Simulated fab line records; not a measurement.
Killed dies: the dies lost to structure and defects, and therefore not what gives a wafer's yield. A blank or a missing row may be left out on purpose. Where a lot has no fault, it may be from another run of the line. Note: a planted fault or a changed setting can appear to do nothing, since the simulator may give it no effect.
Matching of chambers | flow n5-finfet | rie-diel-01 running N5_BEOL_M14_TRENCH_ETCH_34: 4 sister chambers
The step etches SiO2 in C4F8/O2/Ar, target depth 556.65 nm, time 126.9 s. 4 wafers are shown with their chamber, then 10 later ones without.

== WAFERS PAIRED WITH THEIR CHAMBERS ==
wafer  | chamber | rf-vpp-V (V)
L087.2 | 3       | 2199
L089.2 | 2       | 2265
L088.2 | 1       | 2171
L088.3 | 0       | 2154

== WAFERS WHOSE CHAMBER IS MISSING ==
wafer  | rf-vpp-V (V)
L088.6 | 2263
L092.1 | 2171
L092.2 | 2199
L092.4 | 2154
L096.2 | 2263
L096.5 | 2263
L096.6 | 2154
L094.1 | 2154
L094.3 | 2264
L094.4 | 2262

== THE CHAMBER EACH PASSED THROUGH ==
wafer  | from the rows above | in truth
L088.6 | 2                   | 2
L092.1 | 1                   | 1
L092.2 | 3                   | 3
L092.4 | 0                   | 0
L096.2 | 2                   | 2
L096.5 | 2                   | 2
L096.6 | 0                   | 0
L094.1 | 0                   | 0
L094.3 | 2                   | 2
L094.4 | 2                   | 2
10 of 10 placed correctly. Left unplaced by these rows: 0. Number placed wrongly: 0.
How it was worked out, from the rows above alone: a wafer's distance from a chamber is the root of the sum, over the readings, of the square of ((its reading less the chamber's mean) divided by the reading's scatter). If the next closest chamber is less than 2 further off than the closest, the wafer can't be placed; otherwise it belongs to the closest. For every chamber, the mean is computed from those of its wafers that are shown. The scatter: root of mean squared gap, hidden wafer to nearest shown wafer, with one shown wafer a chamber.
